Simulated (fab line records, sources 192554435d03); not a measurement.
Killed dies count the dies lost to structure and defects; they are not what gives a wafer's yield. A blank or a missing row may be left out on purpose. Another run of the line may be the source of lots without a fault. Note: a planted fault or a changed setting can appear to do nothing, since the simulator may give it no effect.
fab line records | flow n5-finfet
record lots=4 | wafers=12 | last-day=17
route steps=1938 shown BEOL_M2@879 BEOL_M4@1111 PASSIVATION@1936
lots untouched by any fault: they come from a run of this same line in which no faults occurred
start-h: the number of hours between the record's first day and the start of the first shown wafer of the lot | wait-h: how many hours have passed since the lot's step before this one | " same as the row above | L1.1+2: a row that stands for several wafers | - value missing, or start not given | * or withheld: withheld | < > ~ a bound
route shown NAME@n: a module of which the file shows steps, and the number in the route of the first | usual: mean and standard deviation over wafers with no fault | same: alike in all rows | chamber/n: place in a boat | sites: readings site by site | _std_site: their standard deviation | _edge_site: mean of outer sites minus mean of inner sites | radius-mm: for every site, how far away it sits from the centre of the wafer | mask NAME#n: copy n | behind: the tool/chamber that last shaped the wafer | hold: what put the lot on hold/how long, in hours/how the hold closed | device: which transistor (n, p or np) failed to switch | end of line: the route-end tests of the same wafers | a step with no rows: only its recipe | killed: at the first sort, the dies lost to defects and structure; wafer yield is something else | map: the dies of a wafer, with x for killed, . for not killed, _ for no die there
set.NAME: the setting that was run; set.NAME@STEP: the one run at that earlier step | model.NAME: the simulator's own value behind a step, which no gauge read
lots at some steps of the route; a table a step, a row a wafer
services: when a tool's chamber went out of use (start-h, in hours from the record's first day, below 0 if earlier), for how many hours, and the reason
## steps
# step N5_BEOL_M2_DESCUM_33
# recipe chemistry=O2 | time-s=7 | source-power-w=50 | bias-power-w=20 | pressure-mtorr=20 | rf-frequency-hz=2.712e+07 | temp-c=40 | resist=CAR-EUV | o2-flow-sccm=225
# step N5_BEOL_M2_ETCH_77
# recipe chemistry=N2/H2 | target=underlayer | target-depth-a=65 | mask-material=CAR-EUV | time-s=5.2 | ion-energy-ev=200 | pressure-mtorr=30 | source-w=840 | bias-w=150 | n2-flow-sccm=200 | h2-flow-sccm=200 | ends=cleared
# step N5_BEOL_M2_ETCH_69
# recipe chemistry=CF4 | target=SiARC | target-depth-a=156 | mask-material=CAR-EUV | time-s=26 | ion-energy-ev=80 | pressure-mtorr=40 | source-w=545 | bias-w=36 | Ar_flow_sccm=100 | cf4-flow-sccm=100 | ends=cleared
# step N5_BEOL_M2_ALD_98
# recipe material=SiO2 | target-thk-a=25 | temp-c=100 | ald-precursor-family=BDEAS | ald-co-reactant=O2-plasma | pulse-time-s=1 | co-reactant-pulse-time-s=1 | purge-time-s=2 | co-reactant-purge-time-s=2 | ald-cycles=17 | pressure-torr=2
# step N5_BEOL_M2_ETCHBACK_99
# recipe chemistry=CHF3 | target=SiO2 | target-depth-a=50 | time-s=10.4 | source-w=215 | bias-w=47 | Ar_flow_sccm=200 | CHF3_flow_sccm=12 | ion-energy-ev=100 | pressure-mtorr=30
# step N5_BEOL_M2_ETCH_70
# recipe chemistry=N2/H2 | target=SOC | target-depth-a=800 | overetch-a=240 | mask-material=SiARC | temp-c=40 | time-s=130 | ion-energy-ev=200 | pressure-mtorr=30 | source-w=840 | bias-w=150 | n2-flow-sccm=200 | h2-flow-sccm=200
# step N5_BEOL_M2_STRIP_71
# recipe chemistry=N2/H2 | temp-c=40 | n2-flow-sccm=200 | h2-flow-sccm=200 | rf-frequency-hz=6e+07
# step N5_BEOL_M2_STRIP_78
# recipe chemistry=N2/H2 | temp-c=40 | n2-flow-sccm=200 | h2-flow-sccm=200 | rf-frequency-hz=6e+07
# step N5_BEOL_M2_VIA_ETCH_34
# recipe chemistry=C4F6/O2 | target-depth-a=694 | mask-material=SOC | pressure-mtorr=15 | ion-energy-ev=250 | taper-deg=4 | time-s=65.9 | source-w=350 | bias-w=170 | Ar_flow_sccm=300 | C4F6_flow_sccm=10 | O2_flow_sccm=10
# step N5_BEOL_M2_STRIP_83
# recipe chemistry=C4F6/O2 | resist=SiARC | rf-frequency-hz=6e+07
# step N5_BEOL_M2_STRIP_36
# recipe chemistry=N2/H2 | power-w=450 | temp-c=40 | pressure-mtorr=20 | rf-frequency-hz=6e+07 | overash-fraction=0.3 | bias-power-w=7 | h2-frac=0.5 | n2-flow-sccm=200 | h2-flow-sccm=200
# step N5_BEOL_M2_TRENCH_ETCH_37
# recipe chemistry=C4F6/O2 | target-depth-a=555.55 | target=SiOC | time-s=29.2 | ion-energy-ev=250 | pressure-mtorr=30 | source-w=355 | bias-w=185 | Ar_flow_sccm=300 | C4F6_flow_sccm=10 | O2_flow_sccm=10
# usual drypump-motor-current-A=5.7/0.51 | oes_f_703_au=0.78/0.062 | oes_o_777_au=0.78/0.061 | oes-product-au=0.77/0.063 | rf-fwd-power-W=349.5/1.9 | rf-vpp-V=659/14 | showerhead-plenum-p-Torr=2.89/0.057 | throttle-valve-pct=20.9/0.3
# same time-s=29.2
lot.wafer | tool        | chamber | start-h | wait-h | drypump-motor-current-A | oes_f_703_au | oes_o_777_au | oes-product-au | rf-fwd-power-W | rf-hours-counter-h | rf-vpp-V | showerhead-plenum-p-Torr | throttle-valve-pct | model.BEOL_M2.feature-depth-nm | model.etch.depth-nm
L118.2    | rie-diel-05 | 0       | 167.78  | -      | 5.5                     | 0.79         | 0.80         | 0.79           | 348.1          | 114                | 675      | 2.88                     | 21.2               | 56.4                           | 56.37
L118.4    | "           | 1       | "       | "      | 6.2                     | 0.84         | 0.85         | 0.84           | 349.3          | -                  | 679      | 2.89                     | 21.0               | 55.6                           | 55.57
L118.5    | "           | 3       | "       | "      | 5.5                     | 0.84         | 0.84         | 0.81           | 352.0          | -                  | 655      | 2.98                     | 20.6               | 54.6                           | 54.53
L132.2    | rie-diel-05 | 2       | 250.50  | -      | 4.9                     | 0.90         | 0.89         | 0.75           | 435.2          | 211                | 610      | 2.92                     | 20.6               | 59                             | 59.02
L132.5    | "           | 1       | "       | "      | 6.2                     | 1.04         | 1.03         | 0.84           | 432.8          | -                  | 610      | 2.88                     | 21.1               | 60.4                           | 60.47
L132.6    | "           | 2       | "       | "      | 4.9                     | 0.90         | 0.88         | 0.75           | 435.7          | -                  | 608      | 2.92                     | 20.5               | 59.8                           | 59.85
L134.4    | rie-diel-05 | 0       | 256.77  | -      | 5.5                     | 0.99         | 0.96         | 0.79           | 432.6          | 149                | 606      | 2.86                     | 21.2               | 61.6                           | 61.59
L134.5    | "           | 0       | "       | "      | 5.5                     | 0.98         | 0.96         | 0.80           | 432.8          | -                  | 607      | 2.86                     | 21.3               | 62.2                           | 62.13
L134.6    | "           | 3       | "       | "      | 5.5                     | 1.03         | 1.03         | 0.82           | 435.9          | -                  | 589      | 2.97                     | 20.7               | 58.6                           | 58.56
L137.2    | rie-diel-02 | 1       | 273.49  | -      | 6.3                     | 0.98         | 0.95         | 1.01           | 347.3          | 1                  | 658      | 2.81                     | 20.3               | 57                             | 57.08
L137.4    | "           | 2       | "       | "      | 5.1                     | 0.70         | 0.71         | 0.69           | 351.6          | 217                | 651      | 2.84                     | 21.5               | 54                             | 54.09
L137.6    | "           | 1       | "       | "      | 6.3                     | 0.98         | 0.96         | 0.99           | 347.8          | -                  | 658      | 2.81                     | 20.3               | 56.6                           | 56.58
# step N5_BEOL_M2_ETCH_41
# recipe chemistry=CH3F/O2 | target=SiCN | target-depth-a=299 | taper-deg=2 | time-s=52.5 | ion-energy-ev=120 | mask-material=TiN | pressure-mtorr=30 | source-w=395 | bias-w=75 | Ar_flow_sccm=150 | CH3F_flow_sccm=30 | O2_flow_sccm=20
# step N5_BEOL_M2_STRIP_97
# recipe chemistry=N2/H2 | time-s=10 | power-w=450 | temp-c=40 | pressure-mtorr=20 | rf-frequency-hz=6e+07 | bias-power-w=7 | n2-flow-sccm=200 | h2-flow-sccm=200
# step N5_BEOL_M2_OCD_MEAS_38
# usual trench-depth-nm=55.3/0.93
lot.wafer | tool   | chamber | start-h | wait-h | trench-depth-nm
L118.2    | ocd-02 | -       | 167.93  | -      | 56.1
L118.4    | "      | -       | "       | "      | 55.6
L118.5    | "      | -       | "       | "      | 54.5
L132.2    | ocd-01 | -       | 250.65  | -      | 58.7
L132.5    | "      | -       | "       | "      | 60.5
L132.6    | "      | -       | "       | "      | 59.8
L134.4    | ocd-02 | -       | 256.93  | -      | 61.6
L134.5    | "      | -       | "       | "      | 62.5
L134.6    | "      | -       | "       | "      | 58.6
L137.2    | ocd-01 | -       | 273.64  | -      | 57.1
L137.4    | "      | -       | "       | "      | 54.0
L137.6    | "      | -       | "       | "      | 56.6
# step N5_BEOL_M2_HM_STRIP_39
# recipe chemistry=peroxide-tin-strip | material=TiN | target-depth-a=250 | temp-c=50 | time-s=158
# step N5_BEOL_M2_SRD_40
# recipe time-s=30 | temp-c=23 | rinse-liquid=diw | dry=ipa-marangoni
# step N5_BEOL_M2_PRECLEAN_42
# recipe chemistry=residue-remover | time-s=60 | temp-c=40
# step N5_BEOL_M2_SRD_43
# recipe time-s=30 | temp-c=23 | rinse-liquid=diw | dry=ipa-marangoni
# step N5_BEOL_M2_DEGAS_44
# recipe ambient=vacuum | temp-c=250 | time-s=60
# step N5_BEOL_M2_PRE_CLEAN_45
# recipe gas=H2/He | time-s=30 | temp-c=250
# step N5_BEOL_M2_ALD_84
# recipe material=TaN | target-thk-a=* | temp-c=275 | ald-precursor-family=PDMAT | ald-co-reactant=NH3 | pressure-torr=3 | carrier-flow-sccm=1500 | pulse-time-s=2 | purge-time-s=3 | co-reactant-purge-time-s=2 | co-reactant-pulse-time-s=3 | ald-cycles=30 | precursor-vessel-temp-c=75 | precursor-vessel-pressure-torr=26.25 | precursor-vessel-carrier-sccm=1000
# step N5_BEOL_M2_SURFACE_TREAT_85
# recipe gas=Ar | time-s=* | ion-energy-ev=* | ion-current-ma-cm2=0.5 | pressure-mtorr=* | ar-flow-sccm=30
# step N5_BEOL_M2_CVD_47
# recipe material=Co | target-thk-a=30 | temp-c=withheld | precursor=CCTBA/H2 | pressure-torr=30 | time-s=223.8
# step N5_BEOL_M2_SPUTTER_48
# recipe material=Cu | target-thk-a=45 | temp-c=-20 | chamber-pressure-pa=0.07 | power-w=withheld | time-s=8.29
# step N5_BEOL_M2_ANNEAL_49
# recipe temp-c=400 | time-s=240 | ambient=vacuum
# step N5_BEOL_M2_SPUTTER_79
# recipe material=Cu | target-thk-a=45 | temp-c=-20 | chamber-pressure-pa=0.07 | power-w=withheld | time-s=8.29
# step N5_BEOL_M2_ANNEAL_80
# recipe temp-c=400 | time-s=240 | ambient=vacuum
# step N5_BEOL_M2_SPUTTER_81
# recipe material=Cu | target-thk-a=45 | temp-c=-20 | chamber-pressure-pa=0.07 | power-w=withheld | time-s=8.29
# step N5_BEOL_M2_ANNEAL_82
# recipe temp-c=400 | time-s=240 | ambient=vacuum
# step N5_BEOL_M2_SPUTTER_86
# recipe material=Cu | target-thk-a=45 | temp-c=-20 | chamber-pressure-pa=0.07 | power-w=withheld | time-s=8.29
# step N5_BEOL_M2_ANNEAL_87
# recipe temp-c=400 | time-s=240 | ambient=vacuum
# step N5_BEOL_M2_SPUTTER_88
# recipe material=Cu | target-thk-a=45 | temp-c=-20 | chamber-pressure-pa=0.07 | power-w=withheld | time-s=8.29
# step N5_BEOL_M2_ANNEAL_89
# recipe temp-c=400 | time-s=240 | ambient=vacuum
# step N5_BEOL_M2_SPUTTER_90
# recipe material=Cu | target-thk-a=45 | temp-c=-20 | chamber-pressure-pa=0.07 | power-w=withheld | time-s=8.29
# step N5_BEOL_M2_ANNEAL_91
# recipe temp-c=400 | time-s=240 | ambient=vacuum
# step N5_BEOL_M2_SPUTTER_92
# recipe material=Cu | target-thk-a=45 | temp-c=-20 | chamber-pressure-pa=0.07 | power-w=withheld | time-s=8.29
# step N5_BEOL_M2_ANNEAL_93
# recipe temp-c=400 | time-s=240 | ambient=vacuum
# step N5_BEOL_M2_SPUTTER_94
# recipe material=Cu | target-thk-a=45 | temp-c=-20 | chamber-pressure-pa=0.07 | power-w=withheld | time-s=8.29
# step N5_BEOL_M2_ANNEAL_95
# recipe temp-c=400 | time-s=240 | ambient=vacuum
# step N5_BEOL_M2_CMP_52
# recipe stop-on=SiOC | t-overpolish-s=6.8 | down-force-psi=1 | platen-rpm=50 | clearing-platen-down-force-psi=1.5 | clearing-platen-rpm=50 | post-cmp-clean=cu-alkaline | target-thk-nm=40 | clearing-platen-pad-velocity-m-s=0.99484 | pad-velocity-m-s=0.99484
# usual barrier-field-endpoint-s=24.6/0.55 | motor-current-A=6.2/0.61 | overpolish-run-s=6.800/0.0079 | slurry-flow-ml-min=150.0/0.41 | time-to-endpoint-s=63/3
lot.wafer | tool   | chamber | start-h | wait-h | barrier-field-endpoint-s | motor-current-A | overpolish-run-s | slurry-flow-ml-min | time-to-endpoint-s | model.Cu_of_BEOL_M2_ECD_50.thk-nm
L118.2    | cmp-03 | 2       | 171.53  | 0.3    | 24.8                     | 5.3             | 6.803            | 149.8              | 58                 | 40
L118.4    | "      | 0       | "       | "      | 24.4                     | 6.2             | 6.791            | 150.2              | 62                 | 39.6
L118.5    | "      | 2       | "       | "      | 24.9                     | 4.9             | 6.812            | 149.9              | 60                 | 39.6
L132.2    | cmp-01 | 3       | 253.88  | 0.2    | 23.6                     | 5.9             | 6.805            | 149.1              | 58                 | 44.4
L132.6    | "      | 3       | "       | "      | 24.3                     | 5.8             | 6.790            | 150.4              | 61                 | 45.2
L132.5    | "      | 0       | "       | "      | 25.6                     | 6.1             | 6.811            | 150.5              | 66                 | 47.6
L134.4    | cmp-01 | 1       | 260.74  | 0.2    | 24.1                     | 6.2             | 6.800            | 150.3              | 64                 | 45.4
L134.6    | "      | 3       | "       | "      | 24.8                     | 5.8             | 6.786            | 150.1              | 63                 | 43
L134.5    | "      | 0       | "       | "      | 25.2                     | 6.3             | 6.807            | 150.0              | 67                 | 48
L137.2    | cmp-04 | 3       | 278.29  | 0.2    | 23.9                     | 7.1             | 6.804            | 150.2              | 59                 | 41
L137.4    | "      | 1       | "       | "      | 24.8                     | 5.4             | 6.797            | 149.8              | 61                 | 38.4
L137.6    | "      | 3       | "       | "      | 24.5                     | 6.7             | 6.817            | 149.8              | 59                 | 41.6
# step N5_BEOL_M2_THK_MEAS_53
# recipe thk-meas-gauge=xrf | reads=Cu_of_BEOL_M2_ECD_50
# usual M2_THK=38.2/1.4
lot.wafer | tool          | chamber | start-h | wait-h | M2_THK[nm]
L118.2    | film-metro-01 | -       | 171.79  | -      | 38.7
L118.4    | "             | -       | "       | "      | 38.3
L118.5    | "             | -       | "       | "      | 38.2
L132.2    | film-metro-01 | -       | 254.17  | -      | 42.9
L132.5    | "             | -       | "       | "      | 45.8
L132.6    | "             | -       | "       | "      | 43.5
L134.4    | film-metro-01 | -       | 260.96  | -      | 43.9
L134.5    | "             | -       | "       | "      | 46.5
L134.6    | "             | -       | "       | "      | 41.6
L137.2    | film-metro-01 | -       | 278.58  | -      | 39.9
L137.4    | "             | -       | "       | "      | 37.4
L137.6    | "             | -       | "       | "      | 40.4
# step N5_BEOL_M2_RS_MEAS_58
# recipe thk-meas-gauge=four-point-probe | reads=Co_of_BEOL_M2_CO_CAP_55+Cu_of_BEOL_M2_ECD_50+Co_of_BEOL_M2_CVD_47+TaN_of_BEOL_M2_ALD_84
# usual M2_RS=0.68/0.031
lot.wafer | tool          | chamber | start-h | wait-h | M2_RS[ohm/sq]
L118.2    | film-metro-01 | -       | 172.08  | 0.1    | 0.67
L118.4    | "             | -       | "       | "      | 0.68
L118.5    | "             | -       | "       | "      | 0.68
L132.2    | film-metro-01 | -       | 254.43  | 0.1    | 0.58
L132.5    | "             | -       | "       | "      | 0.54
L132.6    | "             | -       | "       | "      | 0.57
L134.4    | film-metro-02 | -       | 261.22  | 0.0    | 0.57
L134.5    | "             | -       | "       | "      | 0.53
L134.6    | "             | -       | "       | "      | 0.61
L137.2    | film-metro-01 | -       | 278.85  | 0.1    | 0.65
L137.4    | "             | -       | "       | "      | 0.70
L137.6    | "             | -       | "       | "      | 0.63
# step N5_BEOL_M4_RC_MEAS_101
# usual DIBL_N=35.9/1.6 | DIBL_P=35.6/2.1 | IOFF_N=0.149/0.029 | IOFF_P=0.20/0.033 | ION_N=671/11 | ION_P=460/7.3 | SS_N=71.4/0.62 | SS_P=73.2/0.65 | VT_N=251/3.1 | VT_P=-251/3.4
lot.wafer | tool      | chamber | start-h | wait-h | DIBL_N[mV/V] | DIBL_P[mV/V] | IOFF_N[nA/um] | IOFF_P[nA/um] | ION_N[uA/um] | ION_P[uA/um] | SS_N[mV/dec] | SS_P[mV/dec] | VT_N[mV] | VT_P[mV]
L118.2    | prober-02 | 0       | 193.12  | 0.2    | 36.4         | 37.4         | 0.163         | 0.22          | 670          | 460          | 71.7         | 73.4         | 249      | -250
L118.4    | "         | 0       | "       | "      | 34.3         | 35.2         | 0.145         | 0.20          | 671          | 462          | 70.9         | 73.4         | 251      | -251
L118.5    | "         | 0       | "       | "      | 33.6         | 33.6         | 0.123         | 0.17          | 662          | 452          | 72.0         | 72.4         | 256      | -255
L132.2    | prober-02 | 0       | 277.19  | 0.2    | 36.8         | 36.9         | 0.144         | 0.19          | 669          | 458          | 71.6         | 73.3         | 252      | -255
L132.5    | "         | 0       | "       | "      | 36.0         | 35.6         | 0.131         | 0.17          | 663          | 458          | 71.7         | 73.1         | 251      | -253
L132.6    | "         | 0       | "       | "      | 35.4         | 34.2         | 0.122         | 0.16          | 664          | 453          | 71.1         | 73.3         | 254      | -253
L134.4    | prober-01 | 0       | 283.83  | 0.5    | 35.0         | 33.9         | 0.123         | 0.19          | 661          | 459          | 72.3         | 73.0         | 254      | -252
L134.5    | "         | 0       | "       | "      | 34.4         | 33.4         | 0.119         | 0.18          | 657          | 459          | 71.1         | 72.4         | 254      | -251
L134.6    | "         | 0       | "       | "      | 35.0         | 34.5         | 0.129         | 0.21          | 673          | 470          | 71.4         | 72.9         | 252      | -250
L137.2    | prober-02 | 0       | 303.91  | 0.2    | 39.4         | 39.3         | 0.237         | 0.26          | 691          | 466          | 73.0         | 74.6         | 247      | -247
L137.4    | "         | 0       | "       | "      | 33.0         | 32.5         | 0.124         | 0.16          | 677          | 458          | 70.6         | 72.5         | 251      | -251
L137.6    | "         | 0       | "       | "      | 36.5         | 35.8         | 0.169         | 0.20          | 688          | 464          | 71.6         | 73.4         | 249      | -251
# step N5_PASSIVATION_PROBE_49
# usual defect-limited-yield=90.9/1.5 | killed_at_M0_to_M3=36/9.9 | killed_at_M4_up=13/4.5 | killed-at-contacts=13/6.4 | killed-at-front-end=42/12 | killed-at-other=3.4/3 | killed-dies=107/18 | killed-open=69/13 | killed-short=35/8.2 | sort_bin_5_function=5.3/1.1 | sort_bin_6_memory=3.4/0.69 | sort-n-pass=1073/18 | sort-yield-pct=90.9/1.5
# same gross-dies=1180 | killed-at-back-side=0 | sort_bin_4_leakage[%]=0 | sort_bin_8_speed[%]=0
lot.wafer | tool      | chamber | start-h | wait-h | defect-limited-yield[%] | killed_at_M0_to_M3 | killed_at_M4_up | killed-at-contacts | killed-at-front-end | killed-at-other | killed-dies | killed-open | killed-short | sort_bin_5_function[%] | sort_bin_6_memory[%] | sort-n-pass | sort-yield-pct[%]
L132.2    | prober-01 | -       | 376.56  | 1.1    | 90.1                    | 30                 | 14              | 6                  | 58                  | 9               | 117         | 75          | 40           | 5.5                    | 4.2                  | 1063        | 90.1
L132.5    | prober-01 | -       | 376.71  | 1.3    | 92.1                    | 44                 | 9               | 7                  | 30                  | 3               | 93          | 58          | 33           | 4.4                    | 3.2                  | 1087        | 92.1
L132.6    | prober-01 | -       | 376.76  | 1.3    | 90.8                    | 42                 | 13              | 12                 | 41                  | 1               | 109         | 70          | 39           | 5.8                    | 3.2                  | 1071        | 90.8
# killed by level:class
L132.2 FIN_SAQP:geometric-particle:short=14 BEOL_M2:geometric-particle:open=12 STI_FIN_REVEAL:geometric-particle:open=8 FIN_SAQP:geometric-particle:open=7 DUMMY_GATE:geometric-particle:open=6 BEOL_M0_SAQP:geometric-particle:open=6 GATE_CUT:geometric-particle:short=5 BEOL_M1:geometric-particle:open=5
L132.5 BEOL_M1:geometric-particle:open=15 FIN_SAQP:geometric-particle:short=14 BEOL_M3:geometric-particle:open=9 BEOL_M2:geometric-particle:open=8 BEOL_M4:geometric-particle:open=5 MOL_CONTACT_COAG:geometric-particle:open=4 BEOL_M0_SAQP:geometric-particle:open=4 ILD0:geometric-particle:open=3
L132.6 BEOL_M2:geometric-particle:open=15 BEOL_M4:geometric-particle:open=8 FIN_SAQP:geometric-particle:short=6 MOL_CONTACT_COAG:geometric-particle:open=6 MOL_CONTACT_COAG:geometric-particle:short=6 BEOL_M1:geometric-particle:open=6 FIN_SAQP:geometric-particle:open=5 STI_FIN_REVEAL:geometric-particle:open=5
## services
tool        | chamber | start-h | hours | kind
rie-diel-02 | -       | 156.72  | 16.8  | repair
rie-diel-05 | 2       | 164.28  | 5.6   | repair
cmp-01      | -       | 182.65  | 5.5   | pm
cmp-04      | -       | 192.23  | 4.0   | pm
cmp-04      | -       | 196.23  | -     | consumable-replace:conditioner
cmp-04      | -       | 196.23  | -     | consumable-replace:pad
cmp-03      | -       | 196.27  | 4.3   | pm
cmp-03      | -       | 222.71  | 2.0   | repair
cmp-04      | -       | 223.82  | 2.0   | repair
rie-diel-02 | 2       | 226.34  | 13.2  | repair
cmp-01      | -       | 245.17  | 0.8   | repair
cmp-03      | -       | 249.92  | 4.0   | pm
rie-diel-02 | 1       | 251.75  | -     | clean
rie-diel-02 | 1       | 251.75  | -     | consumable-replace:focus-ring
rie-diel-02 | 1       | 251.75  | 19.5  | scheduled-down
rie-diel-02 | 1       | 251.75  | 19.5  | vent-cycle
cmp-03      | -       | 253.92  | -     | consumable-replace:conditioner
cmp-03      | -       | 253.92  | -     | consumable-replace:pad
cmp-04      | -       | 254.89  | 5.3   | pm
cmp-03      | -       | 269.87  | 0.8   | repair
cmp-03      | -       | 277.03  | 0.6   | repair
cmp-01      | -       | 278.41  | 0.9   | repair
## key
first-sign step=N5_BEOL_M2_TRENCH_ETCH_37 | reading=rf-fwd-power-W | direction=up | sigmas=45 | usual=* | struck=*
effect step=N5_BEOL_M2_TRENCH_ETCH_37 | reading=rf-vpp-V | direction=down | sigmas=3.9 | usual=659 | struck=605
effect step=N5_BEOL_M2_OCD_MEAS_38 | reading=trench-depth-nm | direction=up | sigmas=5.4 | usual=55.3 | struck=60.3
effect step=N5_BEOL_M2_THK_MEAS_53 | reading=M2_THK | direction=up | sigmas=4.2 | usual=38.2 | struck=44.0
effect step=N5_BEOL_M2_RS_MEAS_58 | reading=M2_RS | direction=down | sigmas=3.5 | usual=0.68 | struck=0.57
model-effect step=N5_BEOL_M2_TRENCH_ETCH_37 | value=BEOL_M2.feature-depth-nm | without=55.4 | struck=60.27
model-effect step=N5_BEOL_M2_CMP_52 | value=Cu_of_BEOL_M2_ECD_50.thk-nm | without=40.8 | struck=45.6
met-at N5_BEOL_M2_TRENCH_ETCH_37
struck-wafers L132.2,L132.5,L132.6,L134.4,L134.5,L134.6
onset-between 167.78 250.50
earlier-fault kind=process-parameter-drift | tool=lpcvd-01 | chamber=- | onset-h=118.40 | steps=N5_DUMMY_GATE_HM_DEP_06 | channel=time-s | offset=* | shape=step | end-h=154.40 | acts-in=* | stated=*
fault kind=process-parameter-drift | tool=rie-diel-05 | chamber=- | onset-h=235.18 | steps=N5_BEOL_M2_TRENCH_ETCH_37 | channel=source-w | offset=85.2 | shape=step | end-h=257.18 | acts-in=these-recipes-only | stated=355
